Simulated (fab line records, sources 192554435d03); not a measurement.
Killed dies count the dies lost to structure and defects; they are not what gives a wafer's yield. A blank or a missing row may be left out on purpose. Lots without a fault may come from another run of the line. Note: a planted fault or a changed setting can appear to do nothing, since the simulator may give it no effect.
Which tool was responsible? || flow n5 finfet || 10 lots, 30 wafers sampled, at 2 steps of a route of 1938

== WHAT THE GAUGES READ, wafer by wafer ==
N5_BEOL_M13_INSPECT_55: inspects for defects (darkfield).
{"lot": "L833", "measured": "day 13 01:32", "on": "defect inspect-02", "raw defect count": "77 52 71"}
{"lot": "L836", "measured": "day 13 16:17", "on": "defect inspect-02", "raw defect count": "84 47 110"}
{"lot": "L839", "measured": "day 13 20:22", "on": "defect inspect-01", "raw defect count": "76 78 57"}
{"lot": "L838", "measured": "day 14 01:05", "on": "defect inspect-01", "raw defect count": "67 51 68"}
{"lot": "L837", "measured": "day 14 12:28", "on": "defect inspect-01", "raw defect count": "37 40 63"}
{"lot": "L840", "measured": "day 14 12:47", "on": "defect inspect-02", "raw defect count": "102 54 49"}
{"lot": "L847", "measured": "day 17 04:06", "on": "defect inspect-01", "raw defect count": "55 106 50"}
{"lot": "L853", "measured": "day 18 17:26", "on": "defect inspect-02", "raw defect count": "71 68 90"}
{"lot": "L852", "measured": "day 18 16:58", "on": "defect inspect-01", "raw defect count": "41 71 68"}
{"lot": "L854", "measured": "day 18 17:10", "on": "defect inspect-02", "raw defect count": "59 69 42"}

== TOOL THAT RAN EACH LOT (tool first, then ch and the chambers of the sampled wafers, then the start) ==
{"lot": "L833", "N5_BEOL_M13_ETCH_67": "rie diel-03 ch 2,3, day 12 19:58"}
{"lot": "L836", "N5_BEOL_M13_ETCH_67": "rie diel-02 ch 0,2,3, day 13 13:34"}
{"lot": "L839", "N5_BEOL_M13_ETCH_67": "rie diel-01 ch 0,1,2, day 13 16:54"}
{"lot": "L838", "N5_BEOL_M13_ETCH_67": "rie diel-03 ch 0,1, day 13 22:56"}
{"lot": "L837", "N5_BEOL_M13_ETCH_67": "rie diel-01 ch 0,1, day 14 07:48"}
{"lot": "L840", "N5_BEOL_M13_ETCH_67": "rie diel-03 ch 0,1,3, day 14 09:35"}
{"lot": "L847", "N5_BEOL_M13_ETCH_67": "rie diel-01 ch 2,3, day 17 00:48"}
{"lot": "L853", "N5_BEOL_M13_ETCH_67": "rie diel-01 ch 0,3, day 18 09:51"}
{"lot": "L852", "N5_BEOL_M13_ETCH_67": "rie diel-02 ch 0,3, day 18 10:44"}
{"lot": "L854", "N5_BEOL_M13_ETCH_67": "rie diel-02 ch 0,2, day 18 13:07"}
- N5_BEOL_M13_ETCH_67: etches SiARC in CF4, target depth 143 nm, time 238.3 s.

== THE ANSWER, worked out from the rows above alone ==
Rule: the usual values come from the lots themselves. Put in order of their means at a reading, lots are off if they are a third of the lots or fewer, leave a main group of 4 or more, and stand apart from it by a gap of 3 or more times the standard deviation of the main group's means; of several such gaps the widest counts. If all means in a main group match to the digits the tables above print for the reading, that group is not used. A lot without any number at a reading at which 4 lots or more have one is off too. Any other lot the step has rows for is counted as sound.
No lot is off at any reading shown: from this, nothing can be told.

== WHAT THE SIMULATOR HAD PUT IN ==
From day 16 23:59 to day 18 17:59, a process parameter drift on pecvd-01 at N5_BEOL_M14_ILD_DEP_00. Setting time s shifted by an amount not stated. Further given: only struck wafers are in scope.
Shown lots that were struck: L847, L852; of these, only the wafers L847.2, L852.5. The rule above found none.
